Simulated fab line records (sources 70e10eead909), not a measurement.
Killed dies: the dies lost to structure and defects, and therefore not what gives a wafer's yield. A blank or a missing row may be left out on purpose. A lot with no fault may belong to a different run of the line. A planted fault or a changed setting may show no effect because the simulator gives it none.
Chamber matching | flow nand harc | NHARC_A_STAIRCASE_DESCUM_291 on rie diel-07: 4 sister chambers
The step chemistry O2, time 3 s. 7 wafers are shown with their chamber, then 8 later ones without.

EACH WAFER AND ITS CHAMBER
wafer  | chamber | showerhead plenum p Torr (Torr) | oes product au (a.u.)
L080.5 | 1       | 1.95                            | 0.992
L087.1 | 3       | 1.93                            | 0.994
L087.4 | 1       | 1.95                            | 0.979
L086.1 | 3       | 1.93                            | 1.003
L086.2 | 0       | 2.07                            | 0.985
L086.5 | 2       | 1.88                            | 1.014
L088.2 | 0       | 2.06                            | 0.986

WAFERS WHOSE CHAMBER IS MISSING
wafer  | showerhead plenum p Torr (Torr) | oes product au (a.u.)
L088.3 | 1.93                            | 0.991
L088.6 | 1.88                            | 1.002
L091.4 | 1.94                            | 0.986
L091.5 | 1.92                            | 0.991
L091.6 | 1.88                            | 1.007
L092.3 | 1.92                            | 0.991
L092.4 | 2.06                            | 1.001
L092.6 | 1.92                            | 0.995

EACH ONE'S CHAMBER
wafer  | from the rows above     | in truth
L088.3 | 3                       | 3
L088.6 | 2                       | 2
L091.4 | can't be placed: 1 or 3 | 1
L091.5 | 3                       | 3
L091.6 | 2                       | 2
L092.3 | 3                       | 3
L092.4 | 0                       | 0
L092.6 | 3                       | 3
7 of 8 placed correctly. Unplaceable from these rows: 1, with the true chamber sitting among the candidates in 1. Wrongly placed: 0.
How it was worked out, from the rows above alone: a wafer's distance from a chamber is the root of the sum, over the readings, of the square of ((its reading less the chamber's mean) divided by the reading's scatter). If the next closest chamber is less than 2 further off than the closest, the wafer can't be placed; otherwise it belongs to the closest. A chamber's mean is the mean of its shown wafers. How the scatter is found: for the shown wafers, subtract from each reading the mean of its chamber, square and add these, divide the total by (wafers less chambers), then take the root.
